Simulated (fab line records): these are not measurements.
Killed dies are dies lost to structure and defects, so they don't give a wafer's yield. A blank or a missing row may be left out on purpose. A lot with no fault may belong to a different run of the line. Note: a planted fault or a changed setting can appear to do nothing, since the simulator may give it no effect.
Matching of chambers | flow n5-finfet | rie-diel-02 running N5_BEOL_M8_ETCH_72: 4 sister chambers
The step etches underlayer in N2/H2, target depth 6.5 nm, time 5.2 s. 14 wafers are shown with their chamber, then 7 later ones without.

## WAFERS PAIRED WITH THEIR CHAMBERS
wafer  | chamber | showerhead-plenum-p-Torr (Torr) | etch-rf-on-time-s (s) | throttle-valve-pct (%)
L078.1 | 3       | 2.50                            | 4.98                  | 18.1
L078.5 | 2       | 2.64                            | 5.35                  | 17.9
L078.6 | 3       | 2.50                            | 4.99                  | 18.1
L081.2 | 2       | 2.64                            | 5.35                  | 17.9
L081.3 | 0       | 2.61                            | 5.31                  | 17.8
L081.6 | 2       | 2.64                            | 5.34                  | 17.9
L080.3 | 2       | 2.63                            | 5.34                  | 17.9
L080.4 | 2       | 2.63                            | 5.33                  | 17.9
L080.5 | 1       | 2.40                            | 5.31                  | 17.7
L088.4 | 2       | 2.63                            | 5.34                  | 17.9
L088.5 | 1       | 2.39                            | 5.39                  | 17.7
L088.6 | 3       | 2.49                            | 4.96                  | 18.2
L092.1 | 1       | 2.39                            | 5.44                  | 17.7
L092.2 | 0       | 2.60                            | 5.24                  | 17.5

SIGNATURES (means of the wafers above)
reading                  | chamber 0 | chamber 1 | chamber 2 | chamber 3 | scatter within a chamber
showerhead-plenum-p-Torr | 2.6050    | 2.3933    | 2.6350    | 2.4967    | 0.00577
etch-rf-on-time-s        | 5.2750    | 5.3800    | 5.3417    | 4.9767    | 0.0344
throttle-valve-pct       | 17.650    | 17.700    | 17.900    | 18.133    | 0.0719
Rule: a wafer lies at a distance from a chamber equal to the root of the sum of squares, over the readings, of (its reading less the chamber's mean, divided by the reading's scatter). If the next closest chamber is less than 2 further off than the closest, the wafer can't be placed; otherwise it belongs to the closest. The scatter: the root of (the sum of the squares of (reading less its chamber's mean) over the shown wafers, divided by (wafers less chambers)).

## WAFERS WITHOUT THEIR CHAMBER
wafer  | showerhead-plenum-p-Torr (Torr) | etch-rf-on-time-s (s) | throttle-valve-pct (%)
L092.3 | 2.48                            | 5.03                  | 18.2
L093.2 | 2.62                            | 5.38                  | 18.0
L093.4 | 2.60                            | 5.22                  | 17.5
L093.5 | 2.62                            | 5.38                  | 18.0
L096.2 | 2.62                            | 5.29                  | 18.0
L096.4 | 2.71                            | 5.30                  | 17.4
L096.5 | 2.62                            | 5.31                  | 18.0

## WHICH CHAMBER EACH WENT THROUGH
wafer  | from the rows above | in truth
L092.3 | 3                   | 3
L093.2 | 2                   | 2
L093.4 | 0                   | 0
L093.5 | 2                   | 2
L096.2 | 2                   | 2
L096.4 | 2                   | 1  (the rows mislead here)
L096.5 | 2                   | 2
Correct placement for 6 of the 7. Left unplaced by these rows: 0. 1 placed wrongly.
